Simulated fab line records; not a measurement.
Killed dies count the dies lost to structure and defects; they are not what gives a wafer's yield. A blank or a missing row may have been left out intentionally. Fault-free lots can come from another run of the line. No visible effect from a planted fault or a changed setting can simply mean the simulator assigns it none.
Comparing a struck lot with a sound one || flow n5Finfet || 16 steps out of a route of 1938
Sound: the wafers L996.4, L996.5, L996.6. Struck: wafers L106.3, L106.5 (left out: L106.2, a lot-mate that was not struck); the cause follows at the end.
Each step with rows lists, per side, the tool, then ch with its chambers, then its first start. Under that, the readings that differ: sound wafers || struck wafers || difference of the means || sigmas: that difference in standard deviations of wafers without a fault.
alike: readings with means less than 2 such deviations apart, plus words and numbers identical on both sides. not compared: withheld readings, readings lacking a value on some wafer, bounds such as >300 that could conceal the same value, and numbers that have no deviation in the record and whose values overlap.
A row with sigmas, a row that says differs or no value, or rows on one side alone: a step with any of these is where the two part. Numbers that don't overlap but have no deviation are shown without sigmas and don't part them. A reading that every wafer of one side lacks parts them only if that side has two wafers or more.

first, 4 steps without rows for these wafers: N5_BEOL_M2_SPUTTER_90 (material Cu, target thk 4.5 nm, time 8.29 s); N5_BEOL_M2_ANNEAL_91 (time 240 s); N5_BEOL_M2_SPUTTER_92 (material Cu, target thk 4.5 nm, time 8.29 s); N5_BEOL_M2_ANNEAL_93 (time 240 s).
N5_BEOL_M2_SPUTTER_94: material Cu, target thk 4.5 nm, time 8.29 s.
  sound on pvdSputter-01 at day 6 19:15; struck on pvdSputter-01 at day 9 12:10
  alike: throttleValvePct
then, 1 step without rows for these wafers: N5_BEOL_M2_ANNEAL_95 (time 240 s).
N5_BEOL_M2_SPUTTER_96: material Cu, target thk 4.5 nm, time 8.29 s.
  sound on pvdSputter-01 at day 6 19:28; struck on pvdSputter-01 at day 9 12:23
  alike: throttleValvePct
then, 1 step without rows for these wafers: N5_BEOL_M2_ECD_50 (material Cu, target thk 300 nm).
N5_BEOL_M2_ANNEAL_51: time 90 s.
  sound on rtpAnneal-01 ch 0, day 6 19:48; struck on rtpAnneal-01 ch 0, day 9 12:37
  alike: wafer_temp_C_max
N5_BEOL_M2_CMP_52: polishes, stops on SiOC, t overpolish 6.8 s, target thk 40 nm.
  sound on cmp-01 ch 0,3, day 6 19:58; struck on cmp-01 ch 2,3, day 9 12:53
  alike: barrierFieldEndpointS, clearingPlatenDownForcePsi, edgeZonePressureFrac, motorCurrentA, overpolishRunS, slurryFlowMlMin, timeToEndpointS
N5_BEOL_M2_THK_MEAS_53: measures by xrf.
  sound on filmMetro-02 at day 6 20:16; struck on filmMetro-02 at day 9 13:11
{"reading": "M2_THK (nm)", "sound": "41.5 42.4 41.3", "struck": "37.9 38.3", "difference": -3.6, "sigmas": -2}
N5_BEOL_M2_PRE_CLEAN_60: time 15 s.
  sound on cvdCo-02 ch 0,1,2, day 6 20:19; struck on cvdCo-02 ch 0,1, day 9 13:13
  alike: heaterPowerW
N5_BEOL_M2_CO_CAP_55: material Co, precursor CCTBA/H2, target thk 2 nm, time 102.1 s.
  sound on cvdCo-02 ch 0,1,2, day 6 20:22; struck on cvdCo-02 ch 0,1, day 9 13:15
{"reading": "runLengthS (s)", "sound": "124.6 124.4 125.9", "struck": "169.3 170.7", "difference": "+45.0", "sigmas": "+74"}
{"reading": "model.Co_of_BEOL_M2_CO_CAP_55.thkNm (nm)", "sound": "2 2.2 2.2", "struck": "2.6 2.8", "difference": "+0.6", "sigmas": ""}
  alike: heaterPowerW
then, 1 step without rows for these wafers: N5_BEOL_M2_PRE_CLEAN_56 (time 15 s).
N5_BEOL_M4_RC_MEAS_101:
  sound on prober-01 ch 0, day 7 14:28; struck on prober-01 ch 0, day 10 16:00
{"reading": "ION_N (uA/um)", "sound": "651 666 672", "struck": "713 703", "difference": "+45", "sigmas": "+3"}
  alike: DIBL_N, DIBL_P, IOFF_N, IOFF_P, ION_P, SS_N, SS_P, VT_N, VT_P
-- record jumps: 5 days separate the struck wafers' starts on either side; left off in module BEOL_M4, taken up again in module PASSIVATION, whose first shown step is the route's number 1936 --
N5_PASSIVATION_PROBE_49:
  sound on prober-02 at day 12 01:51; struck on prober-01 at day 15 06:40
{"reading": "killed_at_M4_up", "sound": "16 27 18", "struck": "9 7", "difference": -12, "sigmas": -2}
  alike: defectLimitedYield, killed_at_M0_to_M3, killedAtContacts, killedAtFrontEnd, killedAtOther, killedDies, killedOpen, killedShort, sort_bin_4_leakage, sort_bin_5_function, sort_bin_6_memory, sortNPass, sortYieldPct

== WHERE THEY PART ==
At N5_BEOL_M2_THK_MEAS_53 first; at N5_PASSIVATION_PROBE_49 last (within this record only).

WHY: what had been put in by the simulator
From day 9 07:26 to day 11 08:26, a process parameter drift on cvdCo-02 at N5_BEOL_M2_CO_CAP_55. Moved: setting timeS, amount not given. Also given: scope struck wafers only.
